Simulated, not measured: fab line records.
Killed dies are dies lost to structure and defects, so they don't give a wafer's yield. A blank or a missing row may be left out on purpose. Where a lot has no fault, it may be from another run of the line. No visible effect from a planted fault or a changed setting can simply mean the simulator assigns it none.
Problem report, 8D (eight disciplines) form, completed by code ; flow n5Finfet ; the parts of the form that need people (team, actions taken, sign-off) are left out

1. WHAT WENT WRONG
Wafers with no fault read 175.3 W with a standard deviation of 1.7, whereas heaterPowerTotalW at N5_PMOS_HMC_CHANNEL_EPI_PEB_07 reads a mean of 186.1 W on 1 wafer of 1 lot. That puts it +6.4 standard deviations away from the usual mean.
The step: peb time 60 s.
The first sign was on wafer L803.5 at day 4 11:39, on lithoTrack-02. Wafers with a number at this step in the record: 29, from 10 lots. By rule, "out" or "out of limits" means more than 4 standard deviations away from the usual mean. Any other wafer with a number is counted as sound.

2. WHAT IT IS AND WHAT IT IS NOT
question;is;is not
which readings at this step;heaterPowerTotalW;-
which lots;L803;L792, L793, L804, L806, L807, L811, L812, L814, L815
which wafers of those lots;L803.5;L803.1
read on which tools;lithoTrack-02;lithoTrack-03, lithoTrack-05
when;from day 4 11:39;"up to then (7 sound wafers); but 21 sound wafers of L804, L806, L807, L811, L812, L814, L815 came after"

3. SUSPECTS, AND WHAT RULES EACH OUT
Counting: a tool at a process step up to the reading stays a suspect if it ran every lot that is out. Sound lots after the first of them don't rule it out here, since some wafers of a struck lot are sound.
- epiRpcvd-01 at N5_WELL_APT_EPI_41 (deposits Si from SiH4/H2, target thk 50 nm, time 297.7 s): kept. The lot that is out, L803, ran on it at day 4 10:38; the last sound lot it ran before that was L793, at day 1 23:38.
- lithoTrack-02 at N5_PMOS_HMC_CHANNEL_EPI_PEB_07 (peb time 60 s): kept. The lot that is out, L803, ran on it at day 4 11:39; the last sound lot it ran before that was L793, at day 2 00:44. Its own heaterPowerTotalW readings are out on those wafers.
The count leaves lithoTrack-02 at N5_PMOS_HMC_CHANNEL_EPI_PEB_07 and epiRpcvd-01 at N5_WELL_APT_EPI_41.

4. THE CAUSE (what the simulator had put in)
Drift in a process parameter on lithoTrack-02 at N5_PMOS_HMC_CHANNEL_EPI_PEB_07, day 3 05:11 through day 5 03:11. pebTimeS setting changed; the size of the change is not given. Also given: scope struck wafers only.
After counting, 2 suspects remain, this tool included.

5. THE CHAIN OF EFFECTS, in route order
Each row: a reading whose mean over the struck wafers that have a number lies more than 3 standard deviations from the usual. Only readings whose record carries a usual standard deviation are examined. hours: median over the lots of the time between each lot's start at the first step of this table that gives one and its start at this step. sigmas: the change, counted in usual standard deviations.
hours;step;reading;usual;on struck wafers;change;sigmas
0;N5_PMOS_HMC_CHANNEL_EPI_PEB_07;heaterPowerTotalW;175.3 W;186.1;+10.8;+6.4
Its process steps:
- N5_PMOS_HMC_CHANNEL_EPI_PEB_07: peb time 60 s.
At these later measuring or inspecting steps, every struck wafer for which the step has a row has a number for every such reading, and none has moved that far: N5_PMOS_HMC_CHANNEL_EPI_INSPECT_11, N5_BEOL_M4_RC_MEAS_101.

6. HOW IT WOULD HAVE BEEN CAUGHT EARLIER
The fault began at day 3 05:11; the first out-of-limits reading in this record came at day 4 11:39, 30 hours later.
